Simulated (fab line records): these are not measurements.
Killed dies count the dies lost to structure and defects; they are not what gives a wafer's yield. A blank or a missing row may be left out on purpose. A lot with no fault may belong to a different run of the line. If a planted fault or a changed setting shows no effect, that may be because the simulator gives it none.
fab line records	flow n5_finfet
record lots=24	wafers=72	last_day=17
route steps=1938 shown BEOL_M5@1169 BEOL_M6@1208
lots that met no fault: from a run of the same line without faults
start_h: start of the lot's first displayed wafer, in hours after the record's first day	wait_h: hours elapsed since this lot's preceding step	" unchanged from the row above	L1.1+2: a row that stands for several wafers	- no value present, or no start provided	* or withheld: withheld	< > ~ a bound
route shown NAME@n: names a module that has steps shown in the file, with the first one's number in the route	usual: mean/standard deviation taken from wafers without a fault	same: alike in all rows	chamber/n: place in a boat	sites: the reading at each site	_std_site: their standard deviation	_edge_site: outer sites' mean less inner sites'	radius_mm: for every site, how far away it sits from the centre of the wafer	mask NAME#n: copy n	behind: tool/chamber where the wafer was last shaped	hold: why the lot was held/for how many hours/how that ended	device: the transistor (n, p or np) that didn't switch	end of line: the route-end tests of the same wafers	for a step that has no rows: nothing shown but its recipe	killed: the dies lost at the first sort to structure and to defects; this is not the yield of the wafer	map: dies across one wafer; x = killed, . = not, _ = none there
set.NAME: the run value of the setting; set.NAME@STEP: its run value at that earlier step	model.NAME: the simulator's own value behind a step, which no gauge read
one table for each step of the route and one row for each wafer, over a sample of lots
services: from which hour (start_h, from the record's first day; less than 0 if before it) a tool's chamber was out of use, for how many hours, and why
## steps
# step N5_BEOL_M5_CURE_80
# recipe temp_c=370	time_s=120	ambient=DMADMS/He	material=SiCOH_lowk
# usual lamp_power_pct=52.32/0.05	wafer_temp_C_max=371.8/0.47
# same time_s=120
lot.wafer	tool	chamber	start_h	wait_h	lamp_power_pct	wafer_temp_C_max
L074.1	uv_cure-02	1	171.74	0.0	52.32	371.0
L074.4	"	1	"	"	52.27	371.8
L074.6	"	1	"	"	52.28	371.5
L075.1	uv_cure-01	0	174.48	0.0	52.40	371.9
L075.4	"	0	"	"	52.29	371.5
L075.6	"	0	"	"	52.33	372.0
L076.2	uv_cure-01	1	185.93	0.2	52.38	372.1
L076.3	"	1	"	"	52.31	372.0
L076.4	"	1	"	"	52.30	372.1
L077.2	uv_cure-01	1	189.14	0.9	52.34	372.2
L077.3	"	1	"	"	52.30	371.9
L077.5	"	1	"	"	52.33	372.5
L078.1	uv_cure-01	0	198.84	0.0	52.32	372.5
L078.2	"	0	"	"	52.32	372.5
L078.3	"	0	"	"	52.39	372.1
L079.3	uv_cure-02	2	199.47	0.1	52.33	371.8
L079.4	"	2	"	"	52.32	372.0
L079.5	"	2	"	"	52.32	372.6
L080.2	uv_cure-02	1	207.35	0.1	52.34	371.2
L080.3	"	1	"	"	52.28	372.0
L080.6	"	1	"	"	52.33	371.5
L082.1	uv_cure-03	1	207.69	0.0	52.24	371.0
L082.4	"	1	"	"	52.30	371.0
L082.5	"	1	"	"	52.26	370.9
L081.2	uv_cure-02	0	210.97	0.3	52.36	372.1
L081.3	"	0	"	"	52.29	371.8
L081.4	"	0	"	"	52.40	371.6
L083.1	uv_cure-03	2	213.21	0.0	52.29	372.2
L083.5	"	2	"	"	52.37	371.3
L083.6	"	2	"	"	52.42	371.5
L084.1	uv_cure-01	0	231.84	0.0	52.21	372.1
L084.2	"	0	"	"	52.37	371.8
L084.4	"	0	"	"	52.37	372.8
L086.1	uv_cure-01	1	246.27	0.0	52.37	372.0
L086.2	"	1	"	"	52.35	372.2
L086.4	"	1	"	"	52.23	372.6
L085.3	uv_cure-01	0	246.97	0.3	52.30	371.6
L085.4	"	0	"	"	52.30	371.9
L085.5	"	0	"	"	52.27	371.7
L087.2	uv_cure-03	0	251.83	0.2	52.40	371.1
L087.4	"	0	"	"	52.30	371.4
L087.5	"	0	"	"	52.32	371.3
L088.3	uv_cure-01	1	252.17	0.3	52.32	372.4
L088.4	"	1	"	"	52.37	371.6
L088.5	"	1	"	"	52.32	372.0
L089.1	uv_cure-01	0	254.68	0.2	52.36	371.5
L089.2	"	0	"	"	52.30	372.2
L089.6	"	0	"	"	52.34	372.5
L091.3	uv_cure-03	2	269.24	0.1	52.21	371.7
L091.4	"	2	"	"	52.36	372.1
L091.5	"	2	"	"	52.41	371.9
L090.1	uv_cure-03	1	269.97	0.0	52.35	370.9
L090.4	"	1	"	"	52.26	371.5
L090.5	"	1	"	"	52.26	371.0
L092.1	uv_cure-01	1	275.20	0.0	52.33	372.4
L092.2	"	1	"	"	52.25	371.8
L092.5	"	1	"	"	52.31	371.9
L093.3	uv_cure-03	0	287.15	0.1	52.27	371.4
L093.4	"	0	"	"	52.26	371.4
L093.6	"	0	"	"	52.30	371.6
L094.1	uv_cure-03	1	293.70	0.4	52.27	371.3
L094.4	"	1	"	"	52.31	371.5
L094.5	"	1	"	"	52.32	371.3
L095.1	uv_cure-03	1	297.14	0.0	52.35	371.3
L095.4	"	1	"	"	52.37	371.4
L095.6	"	1	"	"	52.31	371.5
L096.3	uv_cure-03	2	299.92	0.1	52.27	372.2
L096.5	"	2	"	"	52.37	371.9
L096.6	"	2	"	"	52.31	371.8
L097.1	uv_cure-02	2	302.68	0.0	52.36	371.9
L097.2	"	2	"	"	52.26	371.7
L097.5	"	2	"	"	52.29	371.4
# step N5_BEOL_M5_ALD_86
# recipe material=TaN	target_thk_a=*	temp_c=275	ald_precursor_family=PDMAT	ald_co_reactant=NH3	pressure_torr=3	carrier_flow_sccm=1500	pulse_time_s=2	purge_time_s=3	co_reactant_purge_time_s=2	co_reactant_pulse_time_s=3	ald_cycles=30	precursor_vessel_temp_c=75	precursor_vessel_pressure_torr=26.25	precursor_vessel_carrier_sccm=1000
# usual chamber_pressure_Torr=2.999/0.0073	heater_power_outer_w=226/27	heater_power_w=415/48	susceptor_temp_C=275.04/0.2
# same co_reactant_purge_time_s=2
lot.wafer	tool	chamber	start_h	wait_h	chamber_pressure_Torr	heater_power_outer_w	heater_power_w	since_wet_clean_h	susceptor_temp_C
L074.1	ald_metal-01	1	173.99	0.0	2.997	261	463	2914	275.03
L074.4	"	0	"	"	3.012	218	420	2914	274.75
L074.6	"	2	"	"	3.007	218	380	-	275.06
L075.1	ald_metal-03	2	174.98	0.1	3.008	220	404	4453	274.87
L075.4	"	3	"	"	3.000	209	406	4453	275.21
L075.6	"	1	"	"	2.993	215	409	-	275.15
L076.2	ald_metal-03	0	186.57	0.1	3.000	192	338	4465	275.25
L076.3	"	2	"	"	3.002	220	401	4465	275.28
L076.4	"	1	"	"	3.001	214	399	4465	275.05
L077.2	ald_metal-03	2	189.73	0.0	3.000	221	412	4468	274.94
L077.3	"	3	"	"	2.991	215	413	4468	275.23
L077.5	"	2	"	"	2.993	221	412	-	274.88
L078.1	ald_metal-03	2	199.31	0.0	3.001	223	422	4478	275.08
L078.2	"	3	"	"	2.990	218	422	4478	274.82
L078.3	"	1	"	"	2.978	216	395	4478	275.35
L079.3	ald_metal-04	0	199.83	0.0	2.997	287	492	6017	274.85
L079.4	"	2	"	"	3.005	246	460	6017	275.16
L079.5	"	1	"	"	2.996	256	479	-	275.23
L080.2	ald_metal-01	2	207.83	0.1	2.996	213	383	2948	275.05
L080.3	"	3	"	"	2.992	270	464	2948	275.02
L080.6	"	3	"	"	2.991	271	478	-	274.97
L082.1	ald_metal-04	1	208.39	0.1	2.997	258	452	6025	275.14
L082.4	"	2	"	"	3.002	237	465	6025	274.92
L082.5	"	3	"	"	2.993	192	341	-	275.02
L081.2	ald_metal-03	2	211.61	0.1	2.997	219	416	4490	275.08
L081.3	"	1	"	"	3.001	211	393	4490	275.01
L081.4	"	3	"	"	2.995	217	408	4490	275.25
L083.1	ald_metal-03	1	214.26	0.3	3.004	215	396	4493	274.97
L083.5	"	3	"	"	2.985	211	419	-	274.97
L083.6	"	0	"	"	2.987	191	338	-	274.89
L084.1	ald_metal-03	2	232.66	0.0	3.003	224	419	4511	275.03
L084.2	"	3	"	"	2.984	219	406	4511	275.14
L084.4	"	1	"	"	3.002	213	395	4511	274.98
L086.1	ald_metal-03	1	246.87	0.2	2.999	213	406	4525	274.91
L086.2	"	0	"	"	3.006	191	334	4525	275.40
L086.4	"	3	"	"	2.995	213	418	4525	274.93
L085.3	ald_metal-04	1	247.56	0.3	2.990	270	481	6064	274.89
L085.4	"	3	"	"	3.002	193	340	6064	274.77
L085.5	"	0	"	"	2.999	278	505	-	274.63
L087.2	ald_metal-01	0	252.36	0.1	3.006	220	417	2992	274.82
L087.4	"	3	"	"	3.014	267	474	2992	275.04
L087.5	"	2	"	"	2.990	214	379	-	275.38
L088.3	ald_metal-03	0	252.60	0.1	2.998	194	339	4531	275.23
L088.4	"	2	"	"	2.992	223	426	4531	274.72
L088.5	"	2	"	"	3.006	227	411	-	275.06
L089.1	ald_metal-03	0	255.46	0.2	2.991	194	338	4534	275.03
L089.2	"	3	"	"	3.002	216	420	4534	274.99
L089.6	"	0	"	"	2.989	191	342	-	274.81
L091.3	ald_metal-04	3	269.62	0.0	3.006	195	346	6086	274.22
L091.4	"	1	"	"	2.990	260	481	6086	275.00
L091.5	"	0	"	"	3.001	278	492	-	275.06
L090.1	ald_metal-01	2	270.45	0.0	2.996	215	384	3010	275.08
L090.4	"	0	"	"	3.003	218	420	3010	274.99
L090.5	"	3	"	"	3.001	273	479	-	274.60
L092.1	ald_metal-04	1	275.73	0.1	2.999	267	477	6093	275.02
L092.2	"	3	"	"	3.006	189	349	6093	275.10
L092.5	"	2	"	"	3.001	242	451	-	275.28
L093.3	ald_metal-03	1	287.47	0.0	3.006	218	398	4566	275.31
L093.4	"	2	"	"	3.006	226	406	4566	275.24
L093.6	"	0	"	"	3.005	196	339	-	275.47
L094.1	ald_metal-04	2	294.32	0.1	3.010	247	461	6111	275.07
L094.4	"	0	"	"	3.002	278	509	6111	275.09
L094.5	"	0	"	"	3.003	277	509	-	274.80
L095.1	ald_metal-01	2	297.86	0.1	3.005	215	379	3038	275.29
L095.4	"	3	"	"	2.993	271	490	3038	275.03
L095.6	"	2	"	"	3.000	213	382	-	275.19
L096.3	ald_metal-03	2	300.59	0.3	2.997	219	420	4579	275.09
L096.5	"	2	"	"	2.976	225	413	-	275.07
L096.6	"	3	"	"	2.998	210	416	-	275.28
L097.1	ald_metal-03	1	303.16	0.1	2.991	214	405	4581	274.87
L097.2	"	0	"	"	2.994	187	338	4581	275.04
L097.5	"	0	"	"	3.007	190	334	-	275.17
# step N5_BEOL_M5_SPUTTER_88
# recipe material=Cu	target_thk_a=150	temp_c=-20	chamber_pressure_pa=0.07	power_w=withheld	time_s=27.62
# usual chuck_gas_flow_sccm=1.27/0.052	susceptor_temp_C=-20.01/0.11	throttle_valve_pct=29.7/0.91
# same time_s=27.62
lot.wafer	tool	chamber	start_h	wait_h	chuck_gas_flow_sccm	susceptor_temp_C	throttle_valve_pct
L074.1	pvd_sputter-02	-	177.79	0.5	1.25	-19.91	30.1
L074.4	"	-	"	"	1.22	-20.04	31.3
L074.6	"	-	"	"	1.22	-19.85	31.1
L075.1	pvd_sputter-01	-	180.61	0.5	1.28	-20.16	28.2
L075.4	"	-	"	"	1.32	-20.11	30.0
L075.6	"	-	"	"	1.20	-20.17	27.9
L076.2	pvd_sputter-02	-	190.39	0.5	1.35	-19.95	29.2
L076.3	"	-	"	"	1.27	-19.92	30.3
L076.4	"	-	"	"	1.32	-19.94	29.4
L077.2	pvd_sputter-02	-	194.93	0.5	1.34	-19.94	29.8
L077.3	"	-	"	"	1.20	-19.92	30.3
L077.5	"	-	"	"	1.34	-20.17	29.2
L078.1	pvd_sputter-02	-	203.19	0.5	1.27	-19.93	29.7
L078.2	"	-	"	"	1.25	-20.04	29.2
L078.3	"	-	"	"	1.18	-19.81	30.4
L079.3	pvd_sputter-01	-	205.28	0.5	1.26	-20.07	30.2
L079.4	"	-	"	"	1.32	-20.23	30.1
L079.5	"	-	"	"	1.24	-19.83	29.6
L080.2	pvd_sputter-01	-	211.65	0.5	1.28	-19.95	29.3
L080.3	"	-	"	"	1.26	-19.87	28.1
L080.6	"	-	"	"	1.31	-20.29	30.0
L082.1	pvd_sputter-02	-	212.69	0.5	1.22	-20.08	31.1
L082.4	"	-	"	"	1.29	-20.25	29.8
L082.5	"	-	"	"	1.24	-19.96	30.4
L081.2	pvd_sputter-03	-	215.57	0.5	1.28	-19.86	29.6
L081.3	"	-	"	"	1.41	-19.96	28.9
L081.4	"	-	"	"	1.33	-20.05	28.9
L083.1	pvd_sputter-01	-	218.10	0.5	1.24	-20.07	30.1
L083.5	"	-	"	"	1.23	-20.03	29.5
L083.6	"	-	"	"	1.22	-19.92	30.0
L084.1	pvd_sputter-01	-	236.66	0.5	1.27	-20.05	29.8
L084.2	"	-	"	"	1.32	-20.07	29.4
L084.4	"	-	"	"	1.23	-20.03	28.2
L086.1	pvd_sputter-03	-	250.67	0.5	1.35	-19.97	31.8
L086.2	"	-	"	"	1.26	-19.97	28.9
L086.4	"	-	"	"	1.22	-19.98	29.4
L085.3	pvd_sputter-02	-	251.54	0.5	1.26	-19.90	31.1
L085.4	"	-	"	"	1.22	-20.11	29.5
L085.5	"	-	"	"	1.27	-19.93	31.3
L087.2	pvd_sputter-01	-	256.28	0.5	1.36	-19.99	29.6
L087.4	"	-	"	"	1.37	-19.99	29.5
L087.5	"	-	"	"	1.26	-19.93	29.2
L088.3	pvd_sputter-02	-	256.66	0.5	1.25	-19.99	31.0
L088.4	"	-	"	"	1.20	-19.99	29.2
L088.5	"	-	"	"	1.23	-19.88	31.3
L089.1	pvd_sputter-03	-	259.26	0.5	1.34	-20.14	29.4
L089.2	"	-	"	"	1.33	-19.81	31.3
L089.6	"	-	"	"	1.28	-19.94	31.5
L091.3	pvd_sputter-02	-	273.38	0.5	1.33	-20.14	30.4
L091.4	"	-	"	"	1.30	-20.11	30.1
L091.5	"	-	"	"	1.24	-19.90	29.2
L090.1	pvd_sputter-03	-	274.17	0.5	1.21	-20.21	31.4
L090.4	"	-	"	"	1.24	-20.04	29.0
L090.5	"	-	"	"	1.22	-19.69	29.1
L092.1	pvd_sputter-01	-	279.65	0.5	1.23	-20.25	30.0
L092.2	"	-	"	"	1.15	-19.97	29.7
L092.5	"	-	"	"	1.27	-20.06	29.5
L093.3	pvd_sputter-03	-	291.52	0.5	1.14	-19.92	29.3
L093.4	"	-	"	"	1.25	-20.10	28.5
L093.6	"	-	"	"	1.26	-20.11	29.0
L094.1	pvd_sputter-01	-	298.17	0.5	1.34	-20.03	28.1
L094.4	"	-	"	"	1.26	-19.96	30.0
L094.5	"	-	"	"	1.29	-19.98	27.9
L095.1	pvd_sputter-03	-	301.61	0.5	1.30	-20.06	31.4
L095.4	"	-	"	"	1.26	-19.91	28.8
L095.6	"	-	"	"	1.26	-19.94	28.7
L096.3	pvd_sputter-01	-	305.68	0.5	1.24	-20.34	29.8
L096.5	"	-	"	"	1.26	-19.84	29.9
L096.6	"	-	"	"	1.23	-20.15	28.2
L097.1	pvd_sputter-02	-	307.22	0.5	1.29	-20.00	29.1
L097.2	"	-	"	"	1.25	-20.07	31.1
L097.5	"	-	"	"	1.32	-19.94	30.4
# step N5_BEOL_M5_THK_MEAS_53
# recipe thk_meas_gauge=xrf	reads=Cu_of_BEOL_M5_ECD_50
# usual M5_THK=61.2/1.6
lot.wafer	tool	chamber	start_h	wait_h	M5_THK[nm]
L074.1	film_metro-01	-	179.67	-	58.2
L074.4	"	-	"	"	60.2
L074.6	"	-	"	"	57.4
L075.1	film_metro-02	-	182.49	-	60.7
L075.4	"	-	"	"	59.4
L075.6	"	-	"	"	61.9
L076.2	film_metro-01	-	192.27	-	62.7
L076.3	"	-	"	"	61.6
L076.4	"	-	"	"	64.2
L077.2	film_metro-02	-	196.82	-	62.8
L077.3	"	-	"	"	61.4
L077.5	"	-	"	"	62.7
L078.1	film_metro-02	-	205.23	-	62.1
L078.2	"	-	"	"	63.2
L078.3	"	-	"	"	60.9
L079.3	film_metro-02	-	207.16	-	61.4
L079.4	"	-	"	"	62.5
L079.5	"	-	"	"	59.7
L080.2	film_metro-01	-	213.53	-	58.9
L080.3	"	-	"	"	60.1
L080.6	"	-	"	"	59.3
L082.1	film_metro-01	-	214.57	-	61.0
L082.4	"	-	"	"	62.1
L082.5	"	-	"	"	60.9
L081.2	film_metro-01	-	217.46	-	61.8
L081.3	"	-	"	"	64.2
L081.4	"	-	"	"	60.7
L083.1	film_metro-01	-	220.04	-	61.2
L083.5	"	-	"	"	60.7
L083.6	"	-	"	"	60.4
L084.1	film_metro-02	-	238.83	-	60.6
L084.2	"	-	"	"	60.2
L084.4	"	-	"	"	61.0
L086.1	film_metro-01	-	252.57	-	61.9
L086.2	"	-	"	"	60.1
L086.4	"	-	"	"	62.6
L085.3	film_metro-01	-	253.66	-	62.1
L085.4	"	-	"	"	62.3
L085.5	"	-	"	"	61.6
L087.2	film_metro-01	-	258.16	-	61.4
L087.4	"	-	"	"	62.0
L087.5	"	-	"	"	60.8
L088.3	film_metro-02	-	258.55	-	60.0
L088.4	"	-	"	"	61.8
L088.5	"	-	"	"	61.3
L089.1	film_metro-01	-	261.68	-	63.8
L089.2	"	-	"	"	61.3
L089.6	"	-	"	"	61.3
L091.3	film_metro-02	-	275.27	-	62.0
L091.4	"	-	"	"	62.6
L091.5	"	-	"	"	60.8
L090.1	film_metro-01	-	276.05	-	60.5
L090.4	"	-	"	"	64.3
L090.5	"	-	"	"	61.9
L092.1	film_metro-02	-	281.70	-	61.1
L092.2	"	-	"	"	62.1
L092.5	"	-	"	"	60.9
L093.3	film_metro-01	-	293.44	-	58.1
L093.4	"	-	"	"	61.1
L093.6	"	-	"	"	59.9
L094.1	film_metro-01	-	300.79	-	58.6
L094.4	"	-	"	"	61.4
L094.5	"	-	"	"	59.6
L095.1	film_metro-02	-	303.79	-	61.5
L095.4	"	-	"	"	61.2
L095.6	"	-	"	"	59.1
L096.3	film_metro-02	-	307.68	-	58.3
L096.5	"	-	"	"	62.2
L096.6	"	-	"	"	59.2
L097.1	film_metro-01	-	309.11	-	62.0
L097.2	"	-	"	"	60.0
L097.5	"	-	"	"	63.0
# step N5_BEOL_M6_OVL_MEAS_12
# recipe points_per_wafer=44
# usual M6_OVL=0.4/0.64
lot.wafer	tool	chamber	start_h	wait_h	M6_OVL[nm]
L074.1	overlay-01	0	182.52	0.0	0.0
L074.4	"	0	"	"	-0.3
L074.6	"	0	"	"	0.6
L075.1	overlay-02	0	185.88	0.0	-0.5
L075.4	"	0	"	"	-0.7
L075.6	"	0	"	"	0.2
L076.2	overlay-02	0	195.95	0.0	0.4
L076.3	"	0	"	"	0.0
L076.4	"	0	"	"	0.2
L077.2	overlay-01	0	199.41	0.0	-0.1
L077.3	"	0	"	"	0.2
L077.5	"	0	"	"	0.3
L078.1	overlay-02	0	208.03	0.0	0.3
L078.2	"	0	"	"	0.0
L078.3	"	0	"	"	1.0
L079.3	overlay-01	0	208.71	0.0	0.5
L079.4	"	0	"	"	0.4
L079.5	"	0	"	"	1.2
L080.2	overlay-02	0	217.57	0.0	0.2
L080.3	"	0	"	"	1.7
L080.6	"	0	"	"	0.8
L082.1	overlay-01	0	217.80	0.0	0.1
L082.4	"	0	"	"	0.8
L082.5	"	0	"	"	0.1
L081.2	overlay-02	0	219.74	0.0	-0.1
L081.3	"	0	"	"	0.9
L081.4	"	0	"	"	1.3
L083.1	overlay-01	0	222.93	0.0	-0.2
L083.5	"	0	"	"	-0.3
L083.6	"	0	"	"	-0.8
L084.1	overlay-01	0	241.57	0.0	-0.1
L084.2	"	0	"	"	-0.4
L084.4	"	0	"	"	-0.4
L086.1	overlay-02	0	255.44	0.0	0.6
L086.2	"	0	"	"	-0.6
L086.4	"	0	"	"	-0.4
L085.3	overlay-02	0	256.00	0.0	-0.3
L085.4	"	0	"	"	0.9
L085.5	"	0	"	"	0.3
L087.2	overlay-02	0	260.46	0.0	0.0
L087.4	"	0	"	"	0.3
L087.5	"	0	"	"	0.7
L088.3	overlay-02	0	260.78	0.0	-0.1
L088.4	"	0	"	"	1.4
L088.5	"	0	"	"	0.6
L089.1	overlay-02	0	263.81	0.0	0.5
L089.2	"	0	"	"	-0.9
L089.6	"	0	"	"	0.9
L091.3	overlay-01	0	278.04	0.0	1.2
L091.4	"	0	"	"	0.9
L091.5	"	0	"	"	0.8
L090.1	overlay-02	0	278.26	0.0	-0.2
L090.4	"	0	"	"	1.1
L090.5	"	0	"	"	1.6
L092.1	overlay-01	0	283.77	0.0	0.6
L092.2	"	0	"	"	0.8
L092.5	"	0	"	"	-0.2
L093.3	overlay-01	0	295.18	0.0	-0.1
L093.4	"	0	"	"	0.7
L093.6	"	0	"	"	0.2
L094.1	overlay-01	0	303.31	0.0	0.1
L094.4	"	0	"	"	0.7
L094.5	"	0	"	"	1.2
L095.1	overlay-02	0	308.41	0.0	0.5
L095.4	"	0	"	"	1.3
L095.6	"	0	"	"	0.9
L096.3	overlay-02	0	309.12	0.0	0.2
L096.5	"	0	"	"	0.6
L096.6	"	0	"	"	0.6
L097.1	overlay-01	0	311.78	0.0	1.7
L097.2	"	0	"	"	1.7
L097.5	"	0	"	"	1.4
# step N5_BEOL_M6_DEGAS_44
# recipe ambient=vacuum	temp_c=250	time_s=60
# usual heater_power_w=329/25	susceptor_temp_C=249.98/0.17
# same time_s=60
lot.wafer	tool	chamber	start_h	wait_h	heater_power_w	susceptor_temp_C
L074.1	pvd_sputter-01	-	186.33	0.6	342	249.93
L074.4	"	-	"	"	336	249.97
L074.6	"	-	"	"	360	250.01
L075.1	pvd_sputter-01	-	188.02	0.4	300	249.81
L075.4	"	-	"	"	347	249.85
L075.6	"	-	"	"	323	250.05
L076.2	pvd_sputter-01	-	199.24	0.3	302	250.20
L076.3	"	-	"	"	360	249.98
L076.4	"	-	"	"	341	250.10
L077.2	pvd_sputter-03	-	203.43	0.2	336	250.07
L077.3	"	-	"	"	276	250.09
L077.5	"	-	"	"	321	250.04
L079.3	pvd_sputter-03	-	211.27	0.5	321	249.92
L079.4	"	-	"	"	299	249.75
L079.5	"	-	"	"	323	249.83
L078.1	pvd_sputter-01	-	212.98	1.9	341	250.12
L078.2	"	-	"	"	362	250.07
L078.3	"	-	"	"	299	249.60
L080.2	pvd_sputter-01	-	219.70	0.2	315	249.88
L080.3	"	-	"	"	341	249.97
L080.6	"	-	"	"	318	249.94
L082.1	pvd_sputter-02	-	220.28	0.4	314	249.84
L082.4	"	-	"	"	353	250.13
L082.5	"	-	"	"	375	250.02
L081.2	pvd_sputter-02	-	222.84	0.5	364	249.96
L081.3	"	-	"	"	353	250.05
L081.4	"	-	"	"	319	249.88
L083.1	pvd_sputter-01	-	225.14	0.3	341	249.87
L083.5	"	-	"	"	344	249.47
L083.6	"	-	"	"	301	249.69
L084.1	pvd_sputter-01	-	245.10	0.5	316	249.93
L084.2	"	-	"	"	331	250.10
L084.4	"	-	"	"	353	250.13
L085.3	pvd_sputter-02	-	259.35	0.9	366	249.78
L085.4	"	-	"	"	326	249.83
L085.5	"	-	"	"	352	249.88
L086.1	pvd_sputter-02	-	259.51	0.8	363	250.16
L086.2	"	-	"	"	357	250.14
L086.4	"	-	"	"	320	249.71
L087.2	pvd_sputter-03	-	263.50	0.4	296	250.09
L087.4	"	-	"	"	325	249.61
L087.5	"	-	"	"	329	249.95
L088.3	pvd_sputter-03	-	263.66	0.2	288	250.05
L088.4	"	-	"	"	335	250.02
L088.5	"	-	"	"	289	249.81
L089.1	pvd_sputter-03	-	267.46	0.4	306	250.00
L089.2	"	-	"	"	288	250.13
L089.6	"	-	"	"	309	249.97
L090.1	pvd_sputter-01	-	282.29	0.9	319	249.96
L090.4	"	-	"	"	296	250.17
L090.5	"	-	"	"	365	250.04
L091.3	pvd_sputter-03	-	282.60	0.7	322	249.96
L091.4	"	-	"	"	277	249.95
L091.5	"	-	"	"	331	250.13
L092.1	pvd_sputter-02	-	285.97	0.4	354	250.00
L092.2	"	-	"	"	323	250.14
L092.5	"	-	"	"	355	249.73
L093.3	pvd_sputter-02	-	297.88	0.2	365	249.86
L093.4	"	-	"	"	360	249.96
L093.6	"	-	"	"	356	249.87
L094.1	pvd_sputter-02	-	308.39	0.5	319	249.71
L094.4	"	-	"	"	359	249.69
L094.5	"	-	"	"	322	249.54
L095.1	pvd_sputter-01	-	311.41	0.9	348	250.28
L095.4	"	-	"	"	317	249.86
L095.6	"	-	"	"	361	249.93
L096.3	pvd_sputter-03	-	311.58	0.6	334	250.24
L096.5	"	-	"	"	331	250.31
L096.6	"	-	"	"	286	250.05
L097.1	pvd_sputter-03	-	315.21	0.5	334	250.11
L097.2	"	-	"	"	326	249.94
L097.5	"	-	"	"	305	249.88
## services
tool	chamber	start_h	hours	kind
uv_cure-02	-	156.67	0.4	repair
pvd_sputter-01	-	157.09	9.9	repair
ald_metal-04	-	160.37	0.2	repair
ald_metal-04	1	170.41	27.5	repair
uv_cure-02	-	179.33	1.0	pm
uv_cure-03	-	185.80	6.9	repair
ald_metal-01	1	202.78	8.2	repair
uv_cure-01	-	217.77	2.1	pm
uv_cure-02	-	221.96	3.4	pm
uv_cure-02	-	235.10	28.1	pm
uv_cure-01	-	249.88	0.8	repair
ald_metal-04	-	252.32	14.6	pm
uv_cure-01	-	277.81	1.0	repair
ald_metal-01	-	287.18	1.2	pm
uv_cure-01	-	291.28	2.8	pm
uv_cure-03	-	296.03	1.0	repair
uv_cure-02	-	299.19	2.8	pm
ald_metal-01	-	310.39	1.2	repair
## key
fault none
